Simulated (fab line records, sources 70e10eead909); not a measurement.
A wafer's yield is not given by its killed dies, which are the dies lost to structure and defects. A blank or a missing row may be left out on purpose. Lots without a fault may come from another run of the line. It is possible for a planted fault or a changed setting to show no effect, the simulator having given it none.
What tool caused it? | flow nand_harc | Sampling: 13 lots, 39 wafers, 6 of 1302 route steps

## WHAT EACH GAUGE READ, for each wafer
NHARC_P_ZERO_WELL_CD_MEAS_24: target cd 720 nm. Usual: cd_nm at 719.6 nm, with a standard deviation of 1.7.
lot  | measured     | on        | cd_nm (nm)        | flag
L351 | day 1 22:21  | cd_sem-01 | 720.9 718.4 719.6 |
L352 | day 2 09:29  | cd_sem-01 | 717.6 718.5 717.5 |
L354 | day 3 04:37  | cd_sem-01 | 716.4 717.8 719.4 |
L357 | day 4 10:44  | cd_sem-01 | 722.0 720.7 717.7 |
L358 | day 4 20:47  | cd_sem-01 | 720.8 721.3 721.0 |
L359 | day 5 07:05  | cd_sem-02 | 718.4 717.1 719.4 |
L363 | day 6 22:38  | cd_sem-03 | 718.2 717.9 722.2 |
L369 | day 9 10:38  | cd_sem-02 | 719.9 723.2 720.3 |
L370 | day 9 20:31  | cd_sem-03 | 719.4 721.6 721.9 |
L371 | day 10 06:39 | cd_sem-01 | 719.4 720.2 718.7 |
L372 | day 10 16:38 | cd_sem-02 | 719.6 719.7 719.1 |
L373 | day 11 02:38 | cd_sem-01 | 720.9 719.1 719.3 |
L374 | day 11 12:29 | cd_sem-01 | 721.6 722.6 718.2 |

NHARC_P_ZERO_WELL_CD_MEAS_37: target cd 720 nm. Usual: cd_nm at 718.5 nm, with a standard deviation of 1.7.
lot  | measured     | on        | cd_nm (nm)        | flag
L351 | day 1 23:59  | cd_sem-01 | 717.5 717.4 718.4 |
L352 | day 2 10:59  | cd_sem-02 | 717.1 719.8 720.9 |
L354 | day 3 06:08  | cd_sem-01 | 718.4 719.0 719.9 |
L357 | day 4 12:23  | cd_sem-01 | 718.6 720.0 719.1 |
L358 | day 4 22:28  | cd_sem-01 | 718.0 717.4 718.2 |
L359 | day 5 08:43  | cd_sem-02 | 718.7 718.1 716.3 |
L363 | day 7 00:09  | cd_sem-02 | 717.0 715.7 717.6 |
L369 | day 9 12:16  | cd_sem-01 | 715.5 716.1 717.4 |
L370 | day 9 22:11  | cd_sem-03 | 716.5 719.3 719.6 |
L371 | day 10 08:19 | cd_sem-03 | 721.0 718.9 720.2 |
L372 | day 10 19:58 | cd_sem-03 | 717.4 717.0 717.9 |
L373 | day 11 04:09 | cd_sem-02 | 718.1 718.1 716.8 |
L374 | day 11 14:07 | cd_sem-02 | 719.8 716.3 717.7 |

NHARC_P_ZERO_WELL_CD_MEAS_52: target cd 2000 nm. Usual: cd_nm at 1999.8 nm, with a standard deviation of 1.5.
lot  | measured     | on        | cd_nm (nm)           | flag
L351 | day 2 01:38  | cd_sem-02 | 1999.2 2001.6 1999.2 |
L352 | day 2 12:30  | cd_sem-01 | 2000.1 1999.2 2001.2 |
L354 | day 3 07:46  | cd_sem-03 | 2001.4 2000.5 1998.8 |
L357 | day 4 14:02  | cd_sem-03 | 1999.3 2002.5 2001.5 |
L358 | day 4 23:59  | cd_sem-03 | 2000.1 2002.5 2000.0 |
L359 | day 5 10:14  | cd_sem-02 | 1895.0 1892.2 1893.8 | OFF
L363 | day 7 01:40  | cd_sem-03 | 1997.8 1999.0 1998.9 |
L369 | day 9 13:55  | cd_sem-02 | 2000.8 2000.3 2002.3 |
L370 | day 10 00:50 | cd_sem-03 | 2001.3 2001.7 1997.6 |
L371 | day 10 10:02 | cd_sem-03 | 1999.6 1998.9 1998.6 |
L372 | day 10 21:30 | cd_sem-01 | 1999.7 2001.1 1997.6 |
L373 | day 11 05:49 | cd_sem-01 | 2001.6 1998.2 1999.1 |
L374 | day 11 15:45 | cd_sem-03 | 1997.5 1998.4 1999.6 |

NHARC_END_SORT_01. Usual: killed_at_array 56, standard deviation 19; killed_at_other 1.0, standard deviation 1.3; killed_at_periphery 3.8, standard deviation 2.2; killed_dies 61, standard deviation 19; killed_open 3.1, standard deviation 1.9; killed_short 2.3, standard deviation 1.5.
lot  | measured     | on        | killed_at_array | killed_at_other | killed_at_periphery | killed_dies | killed_open | killed_short | flag
L351 | day 24 20:38 | prober-02 | 49 40 44        | 0 1 0           | 2 6 4               | 51 47 48    | 2 5 2       | 4 4 1        |
L357 | day 27 00:12 | prober-01 | 66 79 72        | 0 1 1           | 1 3 0               | 67 83 73    | 6 5 2       | 2 1 3        |
L359 | day 27 15:47 | prober-01 | 54 59 48        | 3 1 3           | 11 6 8              | 68 66 59    | 6 3 2       | 2 2 2        |
L370 | day 32 05:02 | prober-01 | 88 96 75        | 0 2 0           | 5 4 3               | 93 102 78   | 4 2 2       | 1 1 1        |

## WHICH TOOL RAN EACH LOT (tool, then ch and the chambers of the sampled wafers, then the start)
lot  | NHARC_P_ZERO_WELL_DESCUM_13        | NHARC_P_ZERO_WELL_EXPOSE_49
L351 | rie_diel-04 ch 0,3, day 1 21:17    | krf_scanner-04 ch 0, day 2 01:29
L352 | rie_diel-04 ch 0,1,3, day 2 07:16  | krf_scanner-04 ch 0, day 2 12:20
L354 | rie_diel-12 ch 0,2,3, day 3 03:26  | krf_scanner-02 ch 0, day 3 07:37
L357 | rie_diel-04 ch 0,3, day 4 09:26    | krf_scanner-01 ch 0, day 4 13:53
L358 | rie_diel-02 ch 0,1,3, day 4 19:34  | krf_scanner-01 ch 0, day 4 23:50
L359 | rie_diel-04 ch 1,3, day 5 05:34    | krf_scanner-01 ch 0, day 5 10:05
L363 | rie_diel-02 ch 0,1,2, day 6 21:29  | krf_scanner-02 ch 0, day 7 01:31
L369 | rie_diel-02 ch 0,1, day 9 09:25    | krf_scanner-02 ch 0, day 9 13:46
L370 | rie_diel-12 ch 1,2,3, day 9 19:21  | krf_scanner-02 ch 0, day 10 00:41
L371 | rie_diel-12 ch 1,2,3, day 10 05:26 | krf_scanner-02 ch 0, day 10 09:53
L372 | rie_diel-12 ch 1,2, day 10 15:24   | krf_scanner-02 ch 0, day 10 21:21
L373 | rie_diel-04 ch 1,2,3, day 11 01:25 | krf_scanner-01 ch 0, day 11 05:40
L374 | rie_diel-04 ch 1,2,3, day 11 11:24 | krf_scanner-02 ch 0, day 11 15:35
- NHARC_P_ZERO_WELL_DESCUM_13: chemistry O2, time 3 s.
- NHARC_P_ZERO_WELL_EXPOSE_49: exposes mask P HVPW, target cd 2000 nm.

## AS READ BY THE TOOLS THEMSELVES (means over the sampled wafers that have a number; for cases with no such wafer, the mark the record gives instead)
NHARC_P_ZERO_WELL_DESCUM_13. Usual: drypump_motor_current_A 5.9 A, standard deviation 0.5; mfc_ar_sccm 0.005 sccm, standard deviation 0.008; oes_product_au 1.004 a.u., standard deviation 0.01; rf_vpp_V 57.8 V, standard deviation 0.94; showerhead_plenum_p_Torr 1.93 Torr, standard deviation 0.095; throttle_valve_pct 11.311 %, standard deviation 0.0088.
lot  | tool        | drypump_motor_current_A (A) | mfc_ar_sccm (sccm) | oes_product_au (a.u.) | rf_vpp_V (V) | showerhead_plenum_p_Torr (Torr) | throttle_valve_pct (%) | flag
L351 | rie_diel-04 | 5.8                         | 0.003              | 1.000                 | 58.1         | 2.03                            | 11.308                 |
L352 | rie_diel-04 | 5.8                         | 0.003              | 1.002                 | 57.2         | 1.94                            | 11.307                 |
L354 | rie_diel-12 | 5.7                         | 0.008              | 1.005                 | 57.2         | 1.90                            | 11.315                 |
L357 | rie_diel-04 | 5.8                         | 0.003              | 1.010                 | 57.9         | 2.02                            | 11.313                 |
L358 | rie_diel-02 | 5.8                         | 0.002              | 0.995                 | 58.5         | 1.99                            | 11.308                 |
L359 | rie_diel-04 | 6.1                         | 0.000              | 0.999                 | 59.3         | 1.98                            | 11.312                 |
L363 | rie_diel-02 | 5.7                         | 0.002              | 0.990                 | 57.5         | 1.96                            | 11.310                 |
L369 | rie_diel-02 | 5.6                         | 0.004              | 0.992                 | 58.5         | 1.95                            | 11.305                 |
L370 | rie_diel-12 | 6.0                         | 0.008              | 1.009                 | 57.8         | 1.95                            | 11.314                 |
L371 | rie_diel-12 | 6.0                         | 0.008              | 1.003                 | 58.4         | 1.95                            | 11.321                 |
L372 | rie_diel-12 | 5.8                         | 0.000              | 1.013                 | 57.3         | 1.89                            | 11.318                 |
L373 | rie_diel-04 | 6.1                         | 0.003              | 1.011                 | 57.5         | 1.87                            | 11.315                 |
L374 | rie_diel-04 | 6.1                         | 0.003              | 1.007                 | 56.8         | 1.87                            | 11.311                 |

## THE ANSWER, worked out from the rows above alone
Rule: lot off if the mean of its wafers having a number is beyond 3 standard deviations from the usual mean. A lot without any number at a reading at which 4 lots or more have one is off too. All remaining lots with rows at the step are treated as sound. The gauges are gone through in route order, then the tools' own readings, and for those a lot's mean is taken as printed above. At the first step where some lot is off, the reading lying furthest off is the one used; lots without a number count as furthest.
Off, at NHARC_P_ZERO_WELL_CD_MEAS_52 on cd_nm: L359.
A tool fits if, at a process step before that reading, it ran every lot that is off, and no sound lot after the first of them. Gauges at NHARC_P_ZERO_WELL_CD_MEAS_52: tried the same way as those tools. None of those tried fits.

## WHAT THE SIMULATOR HAD INSERTED
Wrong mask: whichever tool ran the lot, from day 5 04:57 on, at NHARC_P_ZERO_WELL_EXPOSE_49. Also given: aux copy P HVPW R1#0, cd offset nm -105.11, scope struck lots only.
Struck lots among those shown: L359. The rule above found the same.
